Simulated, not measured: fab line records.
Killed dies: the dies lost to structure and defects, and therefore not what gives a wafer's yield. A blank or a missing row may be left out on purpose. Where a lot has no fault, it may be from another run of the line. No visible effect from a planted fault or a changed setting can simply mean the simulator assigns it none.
Split-lot experiment | flow n5 finfet | on a route of 1938 steps: 7 lots, 21 wafers read

SPLIT DETAILS
At N5_SDB_HM_DEP_00 (deposits SiNx from SiH4/NH3/N2, target thk 40 nm, time 35.3 s), the setting time s was moved away from the recipe's 35.3 s on 7 of the 21 wafers read, by -13.4% to +14.7%. All remaining wafers had this setting at the recipe value.

FROM THE SPLIT TO THE READING: what the file shows between them, 14 steps
- N5_SDB_COAT_03: time 60 s, resist thk 100 nm (also split here: spin rpm)
- N5_SDB_COAT_04: time 60 s, resist thk 18 nm
- N5_SDB_COAT_05: resist thk 90 nm
- N5_SDB_DESCUM_16: chemistry O2, time 7.9 s
- N5_SDB_ETCH_17: etches SiARC in CF4, target depth 23.4 nm, time 39 s
- N5_SDB_ETCH_18: etches SOC in N2/H2, target depth 100 nm, overetch 20 nm, time 150 s
- N5_SDB_STRIP_19: strips in N2/H2
- N5_SDB_STRIP_21: strips in CF4
- N5_SDB_HM_OPEN_20: chemistry CH3F/O2, target SiNx, stops on poly-Si, target depth 24 nm
- N5_SDB_STRIP_22: strips in N2/H2
- N5_SDB_PRECLEAN_23: cleans in dHF, time 30 s
- N5_SDB_DUMMY_REMOVE_24: chemistry TMAH, target poly-Si, stops on SiO2, target depth 142 nm, time 57 s, rinse time 30 s
- N5_SDB_ETCH_25: etches SiO2 in C4F6/O2, target depth 10 nm, time 3.3 s
- N5_SDB_CUT_ETCH_26: etches Si in HBr/Cl2/O2, target depth 129.6 nm, bt time 20 s, time 51.8 s

THE READING
SiNx_of_SDB_HM_DEP_00.thk nm (the simulator's own value, which no gauge read), in nm, at N5_SDB_PRECLEAN_38 (cleans in dHF, time 10 s). No usual value for it is given in the file. The 14 wafers here that ran the recipe average 21.9 nm, standard deviation 0.64 nm.

wafer  | tool, chamber at the split | time s as run, s | against the recipe | SiNx_of_SDB_HM_DEP_00.thk nm, nm | against lot-mates on the recipe
L074.2 | pecvd-01, 1                | 35.3             | recipe             | 20.6                             | -
L074.3 | pecvd-01, 2,0              | 35.3             | recipe             | 21.6                             | -
L074.6 | pecvd-01, 2,0              | 35.3             | recipe             | 22.6                             | -
L076.1 | pecvd-01, 0                | 35.3             | recipe             | 21.4                             | -
L076.3 | pecvd-01, 1                | 40.48            | +14.7%             | 26.6                             | +5.2
L076.5 | pecvd-01, 2                | 40.48            | +14.7%             | 28.4                             | +7.0
L077.1 | pecvd-03, 1                | 35.3             | recipe             | 21.4                             | -
L077.3 | pecvd-03, 2                | 30.58            | -13.4%             | 16.6                             | -5.2
L077.5 | pecvd-03, 1                | 35.3             | recipe             | 22.2                             | -
L087.3 | pecvd-03, 0                | 35.3             | recipe             | 22                               | -
L087.4 | pecvd-03, 1                | 35.3             | recipe             | 22.6                             | -
L087.6 | pecvd-03, 0                | 35.3             | recipe             | 21.6                             | -
L089.2 | pecvd-04, 0                | 36.95            | +4.7%              | 23.2                             | +0.6
L089.4 | pecvd-04, 0                | 35.3             | recipe             | 22.8                             | -
L089.6 | pecvd-04, 2                | 35.3             | recipe             | 22.4                             | -
L090.2 | pecvd-04, 2                | 35.3             | recipe             | 21.4                             | -
L090.4 | pecvd-04, 0                | 31               | -12.2%             | 18.2                             | -3.9
L090.5 | pecvd-04, 1                | 35.3             | recipe             | 22.8                             | -
L091.1 | pecvd-03, 2                | 35.3             | recipe             | 21.4                             | -
L091.2 | pecvd-03, 0                | 33.81            | -4.2%              | 19.6                             | -1.8
L091.3 | pecvd-03, 1                | 33.81            | -4.2%              | 20.4                             | -1.0
When a row names more than one chamber, that row covers several wafers, and the file does not tell which wafer ran in which chamber.

THE FIT
A straight line over all 21 wafers: SiNx_of_SDB_HM_DEP_00.thk nm changes by +0.371 nm for each +1% of time s; r = +0.96; the points scatter about the line by 0.69 nm.
The same after taking each lot's own level away (the mean of its wafers on the recipe; 21 wafers): +0.381 nm for each +1%; r = +0.97; scatter 0.66 nm.
That fit puts the effect of the largest move of time s on the reading at 5.6 nm.
Measured against the standard deviation above, the lots' own levels, which go from 21.40 to 22.60 nm, span 1.9 times it.
The two slopes are in agreement: the lot-to-lot level therefore moves the slope only a little.
Check: for one of the wafers moved furthest among these (+14.7%), held out of the fit, the line's prediction against its lot-mates is +5.83 nm. Against them it came out at +5.2 nm.

OTHER SPLITS ON THESE WAFERS
Other splits were also applied to these wafers ahead of the reading. Each is held against what the fit with the lots' levels taken away leaves over:
other split on the same wafers | wafers away from the commonest value | r with SiNx_of_SDB_HM_DEP_00.thk nm (lot level and that fit taken away)
N5_SDB_COAT_03 spin rpm        | 11                                   | -0.28

THE WHOLE CHAIN: every reading that the file lists as answering this split, in the file's order
step               | what it does                                                              | reading                                                                       | change (the file's fit)               | r (the file's)
N5_SDB_HM_DEP_00   | deposits SiNx from SiH4/NH3/N2, target thk 40 nm, time 35.3 s             | SiNx_of_SDB_HM_DEP_00.thk nm (the simulator's own value, which no gauge read) | +0.405 nm for each +1% of the setting | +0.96
N5_SDB_HM_OPEN_20  | chemistry CH3F/O2, target SiNx, stops on poly-Si, target depth 24 nm      | etch.depth nm (the simulator's own value, which no gauge read)                | +0.401 nm for each +1% of the setting | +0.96
N5_SDB_PRECLEAN_23 | cleans in dHF, time 30 s                                                  | SiNx_of_SDB_HM_DEP_00.thk nm (the simulator's own value, which no gauge read) | +0.403 nm for each +1% of the setting | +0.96
N5_SDB_CUT_ETCH_26 | etches Si in HBr/Cl2/O2, target depth 129.6 nm, bt time 20 s, time 51.8 s | SiNx_of_SDB_HM_DEP_00.thk nm (the simulator's own value, which no gauge read) | +0.375 nm for each +1% of the setting | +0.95
N5_SDB_PRECLEAN_38 | cleans in dHF, time 10 s                                                  | SiNx_of_SDB_HM_DEP_00.thk nm (the simulator's own value, which no gauge read) | +0.37 nm for each +1% of the setting  | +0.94

FILE'S OWN FIT
SiNx_of_SDB_HM_DEP_00.thk nm changes by +0.37 nm for each +1% of time s, r = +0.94.
